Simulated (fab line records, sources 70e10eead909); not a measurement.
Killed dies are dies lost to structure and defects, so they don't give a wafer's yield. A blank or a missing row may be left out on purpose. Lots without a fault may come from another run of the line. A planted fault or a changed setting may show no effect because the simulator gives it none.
Chamber matching | flow nand_harc | NHARC_P_BONDPAD_CMP_19 on cmp-01: 4 sister chambers
The step polishes, t overpolish 30 s, cu recess touch 16 s, target thk 160.81 nm. 4 wafers are shown with their chamber, then 7 later ones without.

WAFERS WITH THEIR CHAMBER
wafer  | chamber | motor_current_A (A)
L576.5 | 1       | 15.4
L580.1 | 0       | 12.2
L582.1 | 3       | 11.7
L582.3 | 2       | 10.2

WAFERS WITHOUT THEIR CHAMBER
wafer  | motor_current_A (A)
L582.5 | 12.3
L585.4 | 12.3
L585.5 | 12.2
L585.6 | 14.6
L584.2 | 10.5
L584.3 | 11.9
L584.4 | 11.9

WHICH CHAMBER EACH WENT THROUGH
wafer  | from the rows above     | in truth
L582.5 | can't be placed: 0 or 3 | 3
L585.4 | can't be placed: 0 or 3 | 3
L585.5 | can't be placed: 0 or 3 | 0
L585.6 | 1                       | 1
L584.2 | 2                       | 2
L584.3 | can't be placed: 3 or 0 | 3
L584.4 | can't be placed: 3 or 0 | 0
Placed correctly: 2 of 7. Can't be placed from these rows: 5 (the true chamber is among the candidates in 5). Placed wrongly: 0.
How it was worked out, from the rows above alone: a wafer's distance from a chamber is the root of the sum, over the readings, of the square of ((its reading less the chamber's mean) divided by the reading's scatter). The wafer belongs to the nearest chamber; if the next one is less than 2 further off, it can't be placed. A chamber's mean is the mean of its shown wafers. The scatter: with one shown wafer a chamber, the root of the mean of the squares of how far each hidden wafer lies from its nearest shown one.
